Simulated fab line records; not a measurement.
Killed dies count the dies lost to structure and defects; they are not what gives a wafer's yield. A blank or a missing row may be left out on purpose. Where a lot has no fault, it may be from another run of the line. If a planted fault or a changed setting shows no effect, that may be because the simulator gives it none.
fab line records | flow n5-finfet
[record] lots = 7 | wafers = 21
route steps=1938 shown BEOL_M8@1342 BEOL_M10@1476 BEOL_M11@1573 BEOL_M13@1673
start-h: hours from the record's opening day to when the first of the lot's shown wafers began | wait-h: hours from the lot's prior step to this one | " same as the row above | L1.1+2: a row that stands for several wafers | - no value, or no start was given | * or withheld: withheld | < > ~ a bound
route shown NAME@n: a module of which the file shows steps, and the number in the route of the first | usual: average and standard deviation across the fault-free wafers | same: alike in all rows | chamber/n: place in a boat | sites: readings site by site | _std_site: standard deviation across them | _edge_site: outer sites' mean less inner sites' | radius-mm: how far each site lies from the wafer's centre | mask NAME#n: copy n | behind: the last tool/chamber to shape the wafer | hold: why the lot was held/for how many hours/how that ended | device: the transistor (n, p or np) that didn't switch | end of line: the same wafers' tests at the end of the route | where a step has no rows: the recipe by itself | killed: dies that structure and defects cost at the first sort, which is not the same as the wafer's yield | map: the dies of a wafer, with x for killed, . for not killed, _ for no die there
set.NAME: the setting the step ran with; set.NAME@STEP: the setting that earlier step ran with | model.NAME: the simulator's own value behind a step, which no gauge read
lots where settings were altered on purpose, with a table for each step and a row for each wafer
[[steps]]
[step N5_BEOL_M8_EXPOSE_08]
[recipe] mask-id = M8 | na = 1.35 | source-shape = dipole | sigma-inner = 0.817 | sigma-outer = 0.97 | polarization = te | dose-mj = 68.25
lot.wafer  | tool            | chamber | start-h | wait-h | mask | set.dose-mj
L075.1+2+3 | arfi-scanner-03 | 0       | 199.38  | -      | M8#0 | 68.25
L076.1+2   | arfi-scanner-02 | 0       | 208.29  | -      | M8#0 | 65.07
L076.6     | "               | 0       | "       | "      | M8#0 | 68.25
L077.4+5   | arfi-scanner-03 | 0       | 212.17  | -      | M8#0 | 68.25
L077.6     | "               | 0       | "       | "      | M8#0 | 72.75
L080.1+5+6 | arfi-scanner-01 | 0       | 234.23  | -      | M8#0 | 68.25
L085.1+2   | arfi-scanner-03 | 0       | 267.07  | -      | M8#0 | 68.25
L085.5     | "               | 0       | "       | "      | M8#0 | 64.46
L095.1+3+6 | arfi-scanner-02 | 0       | 329.50  | -      | M8#0 | 68.25
L096.1+4+6 | arfi-scanner-03 | 0       | 329.68  | -      | M8#0 | 68.25
[step N5_BEOL_M8_PEB_09]
[recipe] peb-temp-c = withheld | peb-time-s = 60 | resist = CAR-ArF
[step N5_BEOL_M8_DEVELOP_10]
[recipe] develop-time-s = 30 | developer = TMAH | resist = CAR-ArF | rinse-liquid = diw | dry = air-spin | dev-temp-c = 23
[step N5_BEOL_M8_CD_MEAS_11]
[recipe] target-cd-nm = 38.5 | landing-energy-ev = 500 | detector = se-inlens | polarity = opening
[usual] cd-nm = 38.3/0.36
lot.wafer | tool      | chamber | start-h | wait-h | set.dose-mj@BEOL_M8_EXPOSE_08 | cd-nm
L075.1    | cd-sem-02 | 0       | 199.51  | -      | 68.25                         | 38.3
L075.2    | "         | 0       | "       | "      | 68.25                         | 38.6
L075.3    | "         | 0       | "       | "      | 68.25                         | 38.4
L076.1    | cd-sem-02 | 0       | 208.42  | -      | 65.07                         | 36.0
L076.2    | "         | 0       | "       | "      | 65.07                         | 35.9
L076.6    | "         | 0       | "       | "      | 68.25                         | 38.6
L077.4    | cd-sem-02 | 0       | 212.29  | -      | 68.25                         | 38.4
L077.5    | "         | 0       | "       | "      | 68.25                         | 38.7
L077.6    | "         | 0       | "       | "      | 72.75                         | 41.5
L080.1    | cd-sem-03 | 0       | 234.35  | -      | 68.25                         | 38.2
L080.5    | "         | 0       | "       | "      | 68.25                         | 38.8
L080.6    | "         | 0       | "       | "      | 68.25                         | 38.9
L085.1    | cd-sem-03 | 0       | 267.20  | -      | 68.25                         | 38.1
L085.2    | "         | 0       | "       | "      | 68.25                         | 38.7
L085.5    | "         | 0       | "       | "      | 64.46                         | 35.2
L095.1    | cd-sem-02 | 0       | 329.63  | -      | 68.25                         | 38.3
L095.3    | "         | 0       | "       | "      | 68.25                         | 38.4
L095.6    | "         | 0       | "       | "      | 68.25                         | 38.0
L096.1    | cd-sem-01 | 0       | 329.81  | -      | 68.25                         | 38.7
L096.4    | "         | 0       | "       | "      | 68.25                         | 38.6
L096.6    | "         | 0       | "       | "      | 68.25                         | 38.7
[step N5_BEOL_M8_DESCUM_16]
[recipe] chemistry = O2 | time-s = 7.9 | source-power-w = 50 | bias-power-w = 20 | pressure-mtorr = 20 | rf-frequency-hz = 2.712e+07 | temp-c = 40 | resist = CAR-ArF | o2-flow-sccm = 225
[step N5_BEOL_M8_ETCH_61]
[recipe] chemistry = CF4 | target = SiARC | target-depth-a = 455 | mask-material = CAR-ArF | time-s = 75.8 | ion-energy-ev = 80 | pressure-mtorr = 40 | source-w = 545 | bias-w = 36 | Ar_flow_sccm = 100 | cf4-flow-sccm = 100 | ends = cleared
lot.wafer | tool        | chamber | start-h | wait-h | set.dose-mj@BEOL_M8_EXPOSE_08 | model.BEOL_M8.cd-offset-nm
L075.1    | rie-diel-06 | 3       | 199.66  | 0.0    | 68.25                         | 0
L075.2    | "           | 2       | "       | "      | 68.25                         | 0.2
L075.3    | "           | 1       | "       | "      | 68.25                         | -0.2
L076.1    | rie-diel-06 | 0       | 208.60  | 0.0    | 65.07                         | -2.6
L076.2    | "           | 2       | "       | "      | 65.07                         | -2.2
L076.6    | "           | 1       | "       | "      | 68.25                         | -0.2
L077.4    | rie-diel-06 | 2       | 212.60  | 0.0    | 68.25                         | -0.2
L077.5    | "           | 2       | "       | "      | 68.25                         | 0
L077.6    | "           | 3       | "       | "      | 72.75                         | 3.2
L080.1    | rie-diel-06 | 0       | 236.06  | 0.0    | 68.25                         | 0
L080.5    | "           | 1       | "       | "      | 68.25                         | 0.2
L080.6    | "           | 0       | "       | "      | 68.25                         | 0.4
L085.1    | rie-diel-02 | 2       | 267.60  | 0.0    | 68.25                         | -0.2
L085.2    | "           | 0       | "       | "      | 68.25                         | 0
L085.5    | "           | 3       | "       | "      | 64.46                         | -3
L095.1    | rie-diel-04 | 0       | 329.89  | 0.0    | 68.25                         | -0.2
L095.3    | "           | 2       | "       | "      | 68.25                         | -0.4
L095.6    | "           | 3       | "       | "      | 68.25                         | -0.6
L096.1+6  | rie-diel-06 | 3,0     | 329.94  | 0.0    | 68.25                         | 0
L096.4    | "           | 0       | "       | "      | 68.25                         | -0.2
[step N5_BEOL_M8_ETCH_62]
[recipe] chemistry = N2/H2 | target = SOC | target-depth-a = 1100 | overetch-a = 220 | mask-material = SiARC | temp-c = 40 | time-s = 165 | ion-energy-ev = 200 | pressure-mtorr = 30 | source-w = 840 | bias-w = 150 | n2-flow-sccm = 200 | h2-flow-sccm = 200
lot.wafer | tool        | chamber | start-h | wait-h | set.dose-mj@BEOL_M8_EXPOSE_08 | model.BEOL_M8.cd-offset-nm
L075.1+2  | rie-diel-06 | 3,2     | 199.72  | 0.0    | 68.25                         | 0
L075.3    | "           | 1       | "       | "      | 68.25                         | 0.2
L076.1    | rie-diel-06 | 0       | 208.66  | 0.0    | 65.07                         | -3
L076.2    | "           | 2       | "       | "      | 65.07                         | -2.4
L076.6    | "           | 1       | "       | "      | 68.25                         | 0
L077.4    | rie-diel-06 | 2       | 212.66  | 0.0    | 68.25                         | -0.4
L077.5    | "           | 2       | "       | "      | 68.25                         | -0.2
L077.6    | "           | 3       | "       | "      | 72.75                         | 3
L080.1    | rie-diel-06 | 0       | 236.12  | 0.0    | 68.25                         | -0.2
L080.5    | "           | 1       | "       | "      | 68.25                         | 0.4
L080.6    | "           | 0       | "       | "      | 68.25                         | 0.2
L085.1    | rie-diel-02 | 2       | 267.65  | 0.0    | 68.25                         | -0.2
L085.2    | "           | 0       | "       | "      | 68.25                         | 0
L085.5    | "           | 3       | "       | "      | 64.46                         | -2.8
L095.1    | rie-diel-04 | 0       | 329.95  | 0.0    | 68.25                         | -0.2
L095.3    | "           | 2       | "       | "      | 68.25                         | -0.4
L095.6    | "           | 3       | "       | "      | 68.25                         | -0.6
L096.1+4  | rie-diel-06 | 3,0     | 329.99  | 0.0    | 68.25                         | 0
L096.6    | "           | 0       | "       | "      | 68.25                         | 0.2
[step N5_BEOL_M8_STRIP_68]
[recipe] chemistry = N2/H2 | temp-c = 40 | n2-flow-sccm = 200 | h2-flow-sccm = 200 | rf-frequency-hz = 6e+07
[step N5_BEOL_M8_STRIP_67]
[recipe] chemistry = CF4 | resist = SiARC | power-w = 300 | bias-power-w = 75 | pressure-mtorr = 50 | cf4-flow-sccm = 150 | rf-frequency-hz = 6e+07
[step N5_BEOL_M8_HM_OPEN_17]
[recipe] chemistry = Cl2/BCl3 | target-depth-a = 200 | overetch-a = 60 | target = TiN | mask-material = SOC | ion-energy-ev = 150 | pressure-mtorr = 10 | icp-w = 1000 | bias-w = 126 | Cl2_flow_sccm = 53.25 | bcl3-flow-sccm = 21.75 | Ar_flow_sccm = 25
[step N5_BEOL_M8_STRIP_19]
[recipe] chemistry = O2 | power-w = 400 | temp-c = 40 | pressure-mtorr = 30 | rf-frequency-hz = 6e+07 | bias-power-w = 0 | overash-fraction = 0.2 | o2-flow-sccm = 225
[step N5_BEOL_M8_CD_MEAS_18]
[recipe] pitch-nm = 80 | target-cd-nm = 40
[usual] cd-nm = 39.9/0.4
lot.wafer | tool      | chamber | start-h | wait-h | set.dose-mj@BEOL_M8_EXPOSE_08 | cd-nm
L075.1    | cd-sem-01 | -       | 200.08  | 0.0    | 68.25                         | 40.4
L075.2    | "         | -       | "       | "      | 68.25                         | 40.2
L075.3    | "         | -       | "       | "      | 68.25                         | 40.1
L076.1    | cd-sem-02 | -       | 209.02  | 0.0    | 65.07                         | 37.3
L076.2    | "         | -       | "       | "      | 65.07                         | 37.6
L076.6    | "         | -       | "       | "      | 68.25                         | 40.3
L077.4    | cd-sem-03 | -       | 213.09  | 0.1    | 68.25                         | 39.6
L077.5    | "         | -       | "       | "      | 68.25                         | 40.1
L077.6    | "         | -       | "       | "      | 72.75                         | 43.0
L080.1    | cd-sem-03 | -       | 236.53  | 0.0    | 68.25                         | 40.0
L080.5    | "         | -       | "       | "      | 68.25                         | 40.2
L080.6    | "         | -       | "       | "      | 68.25                         | 40.1
L085.1    | cd-sem-02 | -       | 268.03  | 0.0    | 68.25                         | 40.0
L085.2    | "         | -       | "       | "      | 68.25                         | 39.7
L085.5    | "         | -       | "       | "      | 64.46                         | 37.3
L095.1    | cd-sem-02 | -       | 330.31  | 0.0    | 68.25                         | 39.7
L095.3    | "         | -       | "       | "      | 68.25                         | 39.5
L095.6    | "         | -       | "       | "      | 68.25                         | 39.5
L096.1    | cd-sem-01 | -       | 330.36  | 0.0    | 68.25                         | 40.1
L096.4    | "         | -       | "       | "      | 68.25                         | 40.1
L096.6    | "         | -       | "       | "      | 68.25                         | 40.1
[step N5_BEOL_M8_COAT_63]
[recipe] resist = SOC | temp-c = 250 | time-s = 60 | spin-rpm = 1500 | resist-thk-nm = 60
[step N5_BEOL_M8_COAT_64]
[recipe] resist = SiARC | temp-c = 220 | time-s = 60 | spin-rpm = 1500 | resist-thk-nm = 12
[step N5_BEOL_M8_STRIP_80]
[recipe] chemistry = N2/H2 | time-s = 10 | power-w = 450 | temp-c = 40 | pressure-mtorr = 20 | rf-frequency-hz = 6e+07 | bias-power-w = 7 | n2-flow-sccm = 200 | h2-flow-sccm = 200
[step N5_BEOL_M8_HM_STRIP_39]
[recipe] chemistry = peroxide-tin-strip | material = TiN | target-depth-a = 250 | temp-c = 50 | time-s = 158
lot.wafer  | tool         | chamber | start-h | wait-h | set.temp-c@BEOL_M8_PECVD_70 | model.SiO2_of_BEOL_M8_PECVD_70.thk-nm
L075.1+2+3 | wet-bench-05 | 7,6,5   | 202.78  | 0.0    | 400                         | 19.8
L076.1     | wet-bench-05 | 5       | 211.04  | 0.0    | 400                         | 19.8
L076.2     | "            | 6       | "       | "      | 400                         | 19.6
L076.6     | "            | 2       | "       | "      | 400                         | 20
L077.4+6   | wet-bench-06 | 2,6     | 219.90  | 0.0    | 400                         | 20.2
L077.5     | "            | 7       | "       | "      | 400                         | 20
L080.1     | wet-bench-06 | 2       | 239.92  | 0.0    | 400                         | 19.8
L080.5     | "            | 4       | "       | "      | 400                         | 20.2
L080.6     | "            | 5       | "       | "      | 400                         | 20.4
L085.1+5   | wet-bench-06 | 3,7     | 269.09  | 0.0    | 387.1                       | 21.4
L085.2     | "            | 5       | "       | "      | 400                         | 19.6
L095.1     | wet-bench-01 | 1       | 333.13  | 0.0    | 400                         | 19.8
L095.3     | "            | 6       | "       | "      | 389.3                       | 21.2
L095.6     | "            | 7       | "       | "      | 400                         | 20.2
L096.1     | wet-bench-06 | 0       | 333.17  | 0.0    | 388.6                       | 21.2
L096.4     | "            | 4       | "       | "      | 400                         | 20.2
L096.6     | "            | 7       | "       | "      | 400                         | 20
[step N5_BEOL_M8_SRD_40]
[recipe] time-s = 30 | temp-c = 23 | rinse-liquid = diw | dry = ipa-marangoni
[step N5_BEOL_M8_PRECLEAN_42]
[recipe] chemistry = residue-remover | time-s = 60 | temp-c = 40
[step N5_BEOL_M8_SRD_43]
[recipe] time-s = 30 | temp-c = 23 | rinse-liquid = diw | dry = ipa-marangoni
[step N5_BEOL_M8_CD_MEAS_35]
[recipe] target-cd-nm = 40 | polarity = opening
[usual] cd-nm = 39.8/0.42
lot.wafer | tool      | chamber | start-h | wait-h | set.dose-mj@BEOL_M8_EXPOSE_08 | cd-nm
L075.1    | cd-sem-02 | -       | 202.90  | 0.0    | 68.25                         | 40.0
L075.2    | "         | -       | "       | "      | 68.25                         | 40.0
L075.3    | "         | -       | "       | "      | 68.25                         | 40.2
L076.1    | cd-sem-02 | -       | 211.16  | 0.0    | 65.07                         | 36.8
L076.2    | "         | -       | "       | "      | 65.07                         | 37.3
L076.6    | "         | -       | "       | "      | 68.25                         | 40.2
L077.4    | cd-sem-03 | -       | 220.03  | 0.0    | 68.25                         | 39.8
L077.5    | "         | -       | "       | "      | 68.25                         | 40.5
L077.6    | "         | -       | "       | "      | 72.75                         | 43.0
L080.1    | cd-sem-02 | -       | 240.04  | 0.0    | 68.25                         | 39.5
L080.5    | "         | -       | "       | "      | 68.25                         | 40.4
L080.6    | "         | -       | "       | "      | 68.25                         | 39.9
L085.1    | cd-sem-03 | -       | 269.21  | 0.0    | 68.25                         | 39.6
L085.2    | "         | -       | "       | "      | 68.25                         | 40.0
L085.5    | "         | -       | "       | "      | 64.46                         | 37.2
L095.1    | cd-sem-02 | -       | 333.25  | 0.0    | 68.25                         | 39.9
L095.3    | "         | -       | "       | "      | 68.25                         | 39.6
L095.6    | "         | -       | "       | "      | 68.25                         | 39.8
L096.1    | cd-sem-01 | -       | 333.30  | 0.0    | 68.25                         | 39.6
L096.4    | "         | -       | "       | "      | 68.25                         | 40.1
L096.6    | "         | -       | "       | "      | 68.25                         | 40.0
[step N5_BEOL_M10_COAT_60]
[recipe] resist = SiARC | temp-c = 220 | time-s = 60 | spin-rpm = 1500 | resist-thk-nm = 30
lot.wafer  | tool           | chamber | start-h | wait-h | set.spin-rpm | model.SiARC_of_BEOL_M10_COAT_60.thk-nm
L075.1+3   | litho-track-05 | 0       | -       | -      | 1500         | 30.2
L075.2     | "              | 0       | "       | "      | 1500         | 30
L076.1     | litho-track-02 | 0       | -       | -      | 1393         | 31
L076.2     | "              | 0       | "       | "      | 1500         | 30.2
L076.6     | "              | 0       | "       | "      | 1393         | 31.2
L077.4+5   | litho-track-05 | 0       | -       | -      | 1500         | 30.2
L077.6     | "              | 0       | "       | "      | 1500         | 30
L080.1+5+6 | litho-track-05 | 0       | -       | -      | 1500         | 30
L085.1     | litho-track-02 | 0       | -       | -      | 1500         | 30
L085.2+5   | "              | 0       | "       | "      | 1386         | 31.2
L096.1+6   | litho-track-04 | 0       | -       | -      | 1579         | 29.2
L096.4     | "              | 0       | "       | "      | 1500         | 30
L095.1+3   | litho-track-04 | 0       | -       | -      | 1500         | 30.2
L095.6     | "              | 0       | "       | "      | 1500         | 30
[step N5_BEOL_M10_COAT_05]
[recipe] resist = CAR-ArF | spin-rpm = 1500 | resist-thk-nm = 90
[step N5_BEOL_M10_EBR_07]
[recipe] solvent = PGMEA | ebr-width-mm = 1.5
[step N5_BEOL_M10_DESCUM_16]
[recipe] chemistry = O2 | time-s = 7.9 | source-power-w = 50 | bias-power-w = 20 | pressure-mtorr = 20 | rf-frequency-hz = 2.712e+07 | temp-c = 40 | resist = CAR-ArF | o2-flow-sccm = 225
[step N5_BEOL_M10_ETCH_61]
[recipe] chemistry = CF4 | target = SiARC | target-depth-a = 390 | mask-material = CAR-ArF | time-s = 65 | ion-energy-ev = 80 | pressure-mtorr = 40 | source-w = 545 | bias-w = 36 | Ar_flow_sccm = 100 | cf4-flow-sccm = 100 | ends = cleared
lot.wafer | tool        | chamber | start-h | wait-h | set.spin-rpm@BEOL_M10_COAT_60 | model.etch.depth-nm | model.CAR-ArF_of_BEOL_M10_COAT_05.thk-nm
L075.1    | rie-diel-02 | 3       | 215.34  | 0.0    | 1500                          | 30.16               | 55.8
L075.2    | "           | 1       | "       | "      | 1500                          | 30.09               | 56.2
L075.3    | "           | 2       | "       | "      | 1500                          | 30.18               | 55.6
L076.1    | rie-diel-06 | 0       | 220.89  | 0.0    | 1393                          | 31.05               | 54.4
L076.2    | "           | 2       | "       | "      | 1500                          | 30.13               | 55.8
L076.6    | "           | 3       | "       | "      | 1393                          | 31.1                | 54.6
L077.4    | rie-diel-06 | 3       | 234.11  | 0.0    | 1500                          | 30.11               | 55.4
L077.5    | "           | 2       | "       | "      | 1500                          | 30.18               | 55.2
L077.6    | "           | 3       | "       | "      | 1500                          | 30.09               | 55.4
L080.1    | rie-diel-04 | 2       | 254.55  | 0.0    | 1500                          | 29.96               | 55.2
L080.5    | "           | 0       | "       | "      | 1500                          | 29.93               | 55.2
L080.6    | "           | 3       | "       | "      | 1500                          | 29.95               | 55.2
L085.1    | rie-diel-06 | 0       | 284.64  | 0.0    | 1500                          | 29.98               | 55
L085.2    | "           | 2       | "       | "      | 1386                          | 31.12               | 54.2
L085.5    | "           | 2       | "       | "      | 1386                          | 31.17               | 53.8
L096.1    | rie-diel-04 | 0       | 347.44  | 0.0    | 1579                          | 29.21               | 57.2
L096.4    | "           | 2       | "       | "      | 1500                          | 29.97               | 56.2
L096.6    | "           | 3       | "       | "      | 1579                          | 29.26               | 57.4
L095.1    | rie-diel-06 | 0       | 350.04  | 0.0    | 1500                          | 30.11               | 55.6
L095.3    | "           | 1       | "       | "      | 1500                          | 30.15               | 55.4
L095.6    | "           | 3       | "       | "      | 1500                          | 30.1                | 55.6
[step N5_BEOL_M10_PEB_26]
[recipe] peb-temp-c = withheld | peb-time-s = 60 | resist = CAR-ArF
lot.wafer  | tool           | chamber | start-h | wait-h | set.peb-time-s
L075.1+2+3 | litho-track-05 | 0       | 219.00  | 0.1    | 60
L076.1+6   | litho-track-05 | 0       | 222.18  | 0.1    | 60
L076.2     | "              | 0       | "       | "      | 54.82
L077.4+5   | litho-track-05 | 0       | 235.42  | 0.0    | 60
L077.6     | "              | 0       | "       | "      | 53.67
L080.1     | litho-track-04 | 0       | 255.44  | 0.1    | 71.43
L080.5+6   | "              | 0       | "       | "      | 60
L085.1     | litho-track-05 | 0       | 286.23  | 0.1    | 60
L085.2+5   | "              | 0       | "       | "      | 55.81
L096.1+4   | litho-track-02 | 0       | 348.40  | 0.1    | 60
L096.6     | "              | 0       | "       | "      | 67.85
L095.1+3+6 | litho-track-05 | 0       | 350.86  | 0.1    | 60
[step N5_BEOL_M10_DEVELOP_27]
[recipe] develop-time-s = 30 | developer = TMAH | resist = CAR-ArF | rinse-liquid = diw | dry = air-spin | dev-temp-c = 23
[step N5_BEOL_M10_CD_MEAS_28]
[recipe] target-cd-nm = 70 | landing-energy-ev = 500 | detector = se-inlens | polarity = opening
[usual] cd-nm = 69.8/0.84
lot.wafer | tool      | chamber | start-h | wait-h | set.peb-time-s@BEOL_M10_PEB_26 | cd-nm
L075.1    | cd-sem-02 | 0       | 219.07  | -      | 60                             | 69.3
L075.2    | "         | 0       | "       | "      | 60                             | 68.9
L075.3    | "         | 0       | "       | "      | 60                             | 70.0
L076.1    | cd-sem-01 | 0       | 222.25  | -      | 60                             | 68.9
L076.2    | "         | 0       | "       | "      | 54.82                          | 65.4
L076.6    | "         | 0       | "       | "      | 60                             | 69.5
L077.4    | cd-sem-03 | 0       | 235.49  | -      | 60                             | 70.1
L077.5    | "         | 0       | "       | "      | 60                             | 69.5
L077.6    | "         | 0       | "       | "      | 53.67                          | 64.7
L080.1    | cd-sem-01 | 0       | 255.50  | -      | 71.43                          | 77.5
L080.5    | "         | 0       | "       | "      | 60                             | 69.1
L080.6    | "         | 0       | "       | "      | 60                             | 70.3
L085.1    | cd-sem-02 | 0       | 286.29  | -      | 60                             | 69.2
L085.2    | "         | 0       | "       | "      | 55.81                          | 65.7
L085.5    | "         | 0       | "       | "      | 55.81                          | 66.3
L096.1    | cd-sem-03 | 0       | 348.46  | -      | 60                             | 69.7
L096.4    | "         | 0       | "       | "      | 60                             | 69.6
L096.6    | "         | 0       | "       | "      | 67.85                          | 74.7
L095.1    | cd-sem-03 | 0       | 350.92  | -      | 60                             | 69.5
L095.3    | "         | 0       | "       | "      | 60                             | 69.2
L095.6    | "         | 0       | "       | "      | 60                             | 69.7
[step N5_BEOL_M11_ETCH_66]
[recipe] chemistry = N2/H2 | target = SOC | target-depth-a = 1200 | overetch-a = 240 | mask-material = SiARC | temp-c = 40 | time-s = 180 | ion-energy-ev = 200 | pressure-mtorr = 30 | source-w = 840 | bias-w = 150 | n2-flow-sccm = 200 | h2-flow-sccm = 200
lot.wafer  | tool        | chamber | start-h | wait-h | set.time-s | model.SiARC_of_BEOL_M11_COAT_64.thk-nm
L075.1+2   | rie-diel-03 | 2,3     | 225.04  | 0.0    | 180        | 22.8
L075.3     | "           | 1       | "       | "      | 180        | 23
L076.1     | rie-diel-01 | 0       | 228.29  | 0.0    | 212.1      | 21.4
L076.2+6   | "           | 1,2     | "       | "      | 180        | 22.6
L077.4     | rie-diel-05 | 0       | 246.73  | 0.0    | 180        | 23
L077.5     | "           | 1       | "       | "      | 157.4      | 23.8
L077.6     | "           | 2       | "       | "      | 157.4      | 23.6
L080.1+5+6 | rie-diel-01 | 2,3,2   | 265.25  | 0.0    | 180        | 22.8
L085.1+2   | rie-diel-01 | 0,1     | 294.51  | 0.0    | 180        | 22.6
L085.5     | "           | 3       | "       | "      | 154.6      | 23.6
L096.1     | rie-diel-01 | 1       | 357.59  | 0.0    | 180        | 22.6
L096.4+6   | "           | 3       | "       | "      | 180        | 22.4
L095.1     | rie-diel-05 | 2       | 358.02  | 0.0    | 154.2      | 23.8
L095.3     | "           | 1       | "       | "      | 154.2      | 24
L095.6     | "           | 0       | "       | "      | 180        | 22.6
[step N5_BEOL_M11_ETCH_41]
[recipe] chemistry = CH3F/O2 | target = SiCN | target-depth-a = 426 | taper-deg = 2 | time-s = 86 | ion-energy-ev = 120 | mask-material = TiN | pressure-mtorr = 30 | source-w = 395 | bias-w = 75 | Ar_flow_sccm = 150 | CH3F_flow_sccm = 30 | O2_flow_sccm = 20
lot.wafer | tool        | chamber | start-h | wait-h | set.time-s | model.etch.depth-nm
L075.1    | rie-diel-03 | 2       | -       | -      | 86         | 32.73
L075.2    | "           | 3       | "       | "      | 86         | 32.95
L075.3    | "           | 1       | "       | "      | 86         | 32.32
L076.1    | rie-diel-01 | 0       | -       | -      | 86         | 32.57
L076.2    | "           | 1       | "       | "      | 86         | 33.01
L076.6    | "           | 2       | "       | "      | 86         | 33.22
L077.4    | rie-diel-05 | 0       | -       | -      | 95.2       | 36.07
L077.5    | "           | 1       | "       | "      | 95.2       | 36.04
L077.6    | "           | 2       | "       | "      | 86         | 33.72
L080.1    | rie-diel-01 | 2       | -       | -      | 86         | 33.12
L080.5    | "           | 3       | "       | "      | 86         | 33.22
L080.6    | "           | 2       | "       | "      | 71.93      | 27.64
L085.1    | rie-diel-01 | 0       | -       | -      | 86         | 32.8
L085.2    | "           | 1       | "       | "      | 86         | 32.77
L085.5    | "           | 3       | "       | "      | 86         | 33.21
L096.1    | rie-diel-01 | 1       | -       | -      | 103.8      | 38.88
L096.4    | "           | 3       | "       | "      | 86         | 32.61
L096.6    | "           | 3       | "       | "      | 86         | 32.64
L095.1    | rie-diel-05 | 2       | -       | -      | 86         | 32.82
L095.3    | "           | 1       | "       | "      | 86         | 32.11
L095.6    | "           | 0       | "       | "      | 86         | 32.86
[step N5_BEOL_M13_ETCH_59]
[recipe] chemistry = N2/H2 | target = BARC | target-depth-a = 890 | overetch-a = 267 | time-s = 67.9 | ion-energy-ev = 200 | pressure-mtorr = 30 | source-w = 840 | bias-w = 150 | n2-flow-sccm = 200 | h2-flow-sccm = 200
lot.wafer | tool        | chamber | start-h | wait-h | set.time-s | model.coat_of_BEOL_M13_COAT_04.thk-nm
L075.1    | rie-diel-03 | 3       | 235.80  | 0.0    | 67.9       | 317.4
L075.2    | "           | 1       | "       | "      | 67.9       | 318.2
L075.3    | "           | 0       | "       | "      | 67.9       | 318.4
L076.1    | rie-diel-01 | 2       | 238.65  | 0.0    | 67.9       | 315.6
L076.2    | "           | 3       | "       | "      | 67.9       | 313.8
L076.6    | "           | 1       | "       | "      | 67.9       | 316.8
L077.4    | rie-diel-03 | 1       | 256.91  | 0.0    | 67.9       | 319.2
L077.5    | "           | 0       | "       | "      | 59.16      | 325.2
L077.6    | "           | 3       | "       | "      | 59.16      | 325.8
L080.1    | rie-diel-03 | 3       | 277.26  | 0.0    | 80.1       | 306
L080.5    | "           | 3       | "       | "      | 80.1       | 307.6
L080.6    | "           | 0       | "       | "      | 67.9       | 317.8
L085.1    | rie-diel-03 | 1       | 302.49  | 0.0    | 57.05      | 328.8
L085.2    | "           | 3       | "       | "      | 57.05      | 329.2
L085.5    | "           | 1       | "       | "      | 57.05      | 330.4
L096.1    | rie-diel-01 | 3       | 366.61  | 0.0    | 76.1       | 305.2
L096.4    | "           | 1       | "       | "      | 67.9       | 316.2
L096.6    | "           | 3       | "       | "      | 76.1       | 306
L095.1    | rie-diel-01 | 2       | 368.11  | 0.0    | 67.9       | 317
L095.3    | "           | 3       | "       | "      | 61.04      | 322.6
L095.6    | "           | 0       | "       | "      | 61.04      | 324.8
[[key]]
[split] step = N5_BEOL_M8_EXPOSE_08 | setting = dose-mj | stated = 68.25 | by = wafer
[response] step = N5_BEOL_M8_CD_MEAS_11 | reading = cd-nm | change = +0.514 | per = 1% | r = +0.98
[response] step = N5_BEOL_M8_ETCH_61 | reading = model.BEOL_M8.cd-offset-nm | change = +0.501 | per = 1% | r = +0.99
[response] step = N5_BEOL_M8_ETCH_62 | reading = model.BEOL_M8.cd-offset-nm | change = +0.514 | per = 1% | r = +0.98
[response] step = N5_BEOL_M8_CD_MEAS_18 | reading = cd-nm | change = +0.502 | per = 1% | r = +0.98
[response] step = N5_BEOL_M8_CD_MEAS_35 | reading = cd-nm | change = +0.504 | per = 1% | r = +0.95
[split] step = N5_BEOL_M10_COAT_60 | setting = spin-rpm | stated = 1500 | by = wafer
[response] step = N5_BEOL_M10_COAT_60 | reading = model.SiARC_of_BEOL_M10_COAT_60.thk-nm | change = -0.145 | per = 1% | r = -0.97
[response] step = N5_BEOL_M10_ETCH_61 | reading = model.etch.depth-nm | change = -0.143 | per = 1% | r = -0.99
[response] step = N5_BEOL_M10_ETCH_61 | reading = model.CAR-ArF_of_BEOL_M10_COAT_05.thk-nm | change = +0.166 | per = 1% | r = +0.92
[split] step = N5_BEOL_M10_PEB_26 | setting = peb-time-s | stated = 60 | by = wafer
[response] step = N5_BEOL_M10_CD_MEAS_28 | reading = cd-nm | change = +0.421 | per = 1% | r = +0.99
[split] step = N5_BEOL_M11_ETCH_66 | setting = time-s | stated = 180 | by = wafer
[response] step = N5_BEOL_M11_ETCH_66 | reading = model.SiARC_of_BEOL_M11_COAT_64.thk-nm | change = -0.0715 | per = 1% | r = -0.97
[split] step = N5_BEOL_M11_ETCH_41 | setting = time-s | stated = 86 | by = wafer
[response] step = N5_BEOL_M11_ETCH_41 | reading = model.etch.depth-nm | change = +0.302 | per = 1% | r = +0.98
[split] step = N5_BEOL_M13_ETCH_59 | setting = time-s | stated = 67.9 | by = wafer
[response] step = N5_BEOL_M13_ETCH_59 | reading = model.coat_of_BEOL_M13_COAT_04.thk-nm | change = -0.644 | per = 1% | r = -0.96
split outside-this-file step=N5_BEOL_M8_PECVD_70 setting=temp-c
// split outside-this-file: this setting was split too, and the file shows its column; the key of that split is in another file
